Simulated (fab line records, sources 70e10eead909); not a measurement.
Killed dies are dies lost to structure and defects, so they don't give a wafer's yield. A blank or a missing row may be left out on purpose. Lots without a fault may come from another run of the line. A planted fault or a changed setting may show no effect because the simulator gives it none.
Which tool did it? | flow nand_harc | 13 lots, 39 wafers sampled, at 5 steps of a route of 1302

WHAT THE GAUGES READ, wafer by wafer
NHARC_P_ZERO_WELL_CD_MEAS_24: target cd 720 nm.
lot  | measured     | on        | cd_nm (nm)
L174 | day 2 09:35  | cd_sem-02 | 721.7 720.4 721.0
L176 | day 3 04:26  | cd_sem-01 | 719.8 718.9 722.9
L177 | day 3 14:36  | cd_sem-01 | 718.2 722.5 720.5
L178 | day 4 00:29  | cd_sem-02 | 708.3 708.7 710.5
L180 | day 4 20:38  | cd_sem-03 | 721.4 723.9 720.6
L187 | day 7 18:31  | cd_sem-02 | 719.4 722.0 717.6
L188 | day 8 04:20  | cd_sem-01 | 721.3 718.7 720.7
L189 | day 8 14:28  | cd_sem-02 | 722.9 720.3 717.7
L190 | day 9 00:43  | cd_sem-01 | 715.9 719.9 717.7
L191 | day 9 11:17  | cd_sem-01 | 719.1 722.2 719.7
L193 | day 10 06:38 | cd_sem-02 | 719.3 722.6 719.3
L194 | day 10 16:29 | cd_sem-02 | 720.2 719.8 722.3
L195 | day 11 02:46 | cd_sem-03 | 722.1 718.6 718.8

NHARC_P_ZERO_WELL_CD_MEAS_52: target cd 2000 nm.
lot  | measured     | on        | cd_nm (nm)
L174 | day 2 12:44  | cd_sem-03 | 2000.5 2000.7 1998.0
L176 | day 3 07:43  | cd_sem-02 | 1997.3 1999.7 2000.1
L177 | day 3 17:55  | cd_sem-03 | 1999.3 1998.3 2003.3
L178 | day 4 03:45  | cd_sem-02 | 1999.3 1999.1 2000.7
L180 | day 5 03:52  | cd_sem-03 | 1998.6 1999.6 1999.5
L187 | day 7 21:35  | cd_sem-02 | 1996.0 1998.3 2000.6
L188 | day 8 07:32  | cd_sem-02 | 2002.1 2002.6 2002.2
L189 | day 8 17:29  | cd_sem-03 | 1999.3 1999.3 2000.6
L190 | day 9 04:00  | cd_sem-02 | 2002.5 2001.0 2001.1
L191 | day 9 14:37  | cd_sem-02 | 1996.5 1999.4 1998.1
L193 | day 10 09:50 | cd_sem-01 | 1997.4 2002.6 2000.4
L194 | day 10 21:34 | cd_sem-01 | 2001.3 2002.5 2003.3
L195 | day 11 05:55 | cd_sem-03 | 1998.8 1998.4 1999.1

NHARC_P_STI_CD_MEAS_09: target cd 200 nm.
lot  | measured     | on        | cd_nm (nm)
L174 | day 3 09:47  | cd_sem-01 | 200.9 201.2 201.9
L176 | day 3 23:50  | cd_sem-01 | 200.4 201.0 198.1
L177 | day 4 13:53  | cd_sem-01 | 201.1 199.8 197.5
L178 | day 4 22:12  | cd_sem-02 | 202.3 200.4 204.1
L180 | day 5 20:17  | cd_sem-03 | 199.0 199.7 199.8
L187 | day 8 11:16  | cd_sem-02 | 202.0 203.5 199.3
L188 | day 9 00:32  | cd_sem-01 | 199.3 199.0 200.9
L189 | day 9 10:06  | cd_sem-03 | 200.8 204.9 204.3
L190 | day 9 21:07  | cd_sem-01 | 197.1 198.2 198.1
L191 | day 10 07:10 | cd_sem-01 | 203.1 203.3 202.9
L193 | day 11 03:15 | cd_sem-03 | 197.9 204.5 203.1
L194 | day 11 14:06 | cd_sem-02 | 202.4 196.6 199.6
L195 | day 11 23:11 | cd_sem-02 | 202.7 202.9 204.6

WHICH TOOL RAN EACH LOT (tool, then ch and the chambers of the sampled wafers, then the start)
lot  | NHARC_P_ZERO_WELL_ETCH_63        | NHARC_P_ZERO_WELL_EXPOSE_21
L174 | rie_si-03 ch 0,2,3, day 2 08:41  | krf_scanner-01 ch 0, day 2 09:27
L176 | rie_si-04 ch 0,1,2, day 3 03:40  | krf_scanner-02 ch 0, day 3 04:17
L177 | rie_si-04 ch 0,2,3, day 3 13:42  | krf_scanner-01 ch 0, day 3 14:28
L178 | rie_si-04 ch 2,3, day 3 23:41    | krf_scanner-01 ch 0, day 4 00:20
L180 | rie_si-06 ch 1,2,3, day 4 19:42  | krf_scanner-04 ch 0, day 4 20:29
L187 | rie_si-06 ch 1,2, day 7 17:35    | krf_scanner-01 ch 0, day 7 18:22
L188 | rie_si-03 ch 0,1,3, day 8 03:34  | krf_scanner-01 ch 0, day 8 04:11
L189 | rie_si-03 ch 0,1,2, day 8 13:41  | krf_scanner-01 ch 0, day 8 14:19
L190 | rie_si-04 ch 0,1,3, day 8 23:55  | krf_scanner-01 ch 0, day 9 00:34
L191 | rie_si-04 ch 1,2,3, day 9 10:29  | krf_scanner-01 ch 0, day 9 11:08
L193 | rie_si-06 ch 1,2, day 10 05:43   | krf_scanner-01 ch 0, day 10 06:29
L194 | rie_si-04 ch 1,3, day 10 15:42   | krf_scanner-01 ch 0, day 10 16:20
L195 | rie_si-04 ch 1,2,3, day 11 01:49 | krf_scanner-04 ch 0, day 11 02:37
- NHARC_P_ZERO_WELL_ETCH_63: etches the open film in HBr/Cl2, target depth 120 nm, time 40.1 s.
- NHARC_P_ZERO_WELL_EXPOSE_21: exposes mask P NWELL, target cd 720 nm.

WHAT THE TOOLS THEMSELVES READ (means of the sampled wafers that have a number; where no wafer has one, the mark that the record gives instead)
NHARC_P_ZERO_WELL_ETCH_63.
lot  | tool      | drypump_motor_current_A (A) | oes_product_au (a.u.) | throttle_valve_pct (%)
L174 | rie_si-03 | 5.8                         | 0.993                 | 26.400
L176 | rie_si-04 | 5.4                         | 0.990                 | 26.407
L177 | rie_si-04 | 5.6                         | 0.994                 | 26.412
L178 | rie_si-04 | 5.6                         | 0.981                 | 26.399
L180 | rie_si-06 | 5.9                         | 1.001                 | 26.411
L187 | rie_si-06 | 6.1                         | 0.996                 | 26.407
L188 | rie_si-03 | 5.9                         | 1.009                 | 26.403
L189 | rie_si-03 | 5.8                         | 0.999                 | 26.410
L190 | rie_si-04 | 5.3                         | 1.006                 | 26.402
L191 | rie_si-04 | 5.4                         | 0.991                 | 26.411
L193 | rie_si-06 | 6.1                         | 0.991                 | 26.405
L194 | rie_si-04 | 5.3                         | 1.009                 | 26.403
L195 | rie_si-04 | 5.4                         | 0.998                 | 26.413

THE ANSWER, worked out from the rows above alone
Rule: what is usual is taken from the lots themselves. Put in order of their means at a reading, lots are off if they are a third of the lots or fewer, leave a main group of 4 or more, and stand apart from it by a gap of 3 or more times the standard deviation of the main group's means; of several such gaps the widest counts. A main group whose means are all the same, to the digits that the tables above print for the reading, isn't used. A lot without any number at a reading at which 4 lots or more have one is off too. The other lots that the step has rows for count as sound. The gauges are gone through in route order, then the tools' own readings, and for those a lot's mean is taken as printed above. The first step at which some lot is off is used, and at that step the reading that is off furthest; a lot without a number counts as furthest.
Off: L178, at NHARC_P_ZERO_WELL_CD_MEAS_24 (cd_nm). The main group: mean 720.3 nm, standard deviation 0.93.
A tool fits if, at a process step before that reading, it ran every lot that is off, and no sound lot after the first of them. The gauges at NHARC_P_ZERO_WELL_CD_MEAS_24 are tried like those tools. None of those tried fits.

WHAT THE SIMULATOR HAD PUT IN
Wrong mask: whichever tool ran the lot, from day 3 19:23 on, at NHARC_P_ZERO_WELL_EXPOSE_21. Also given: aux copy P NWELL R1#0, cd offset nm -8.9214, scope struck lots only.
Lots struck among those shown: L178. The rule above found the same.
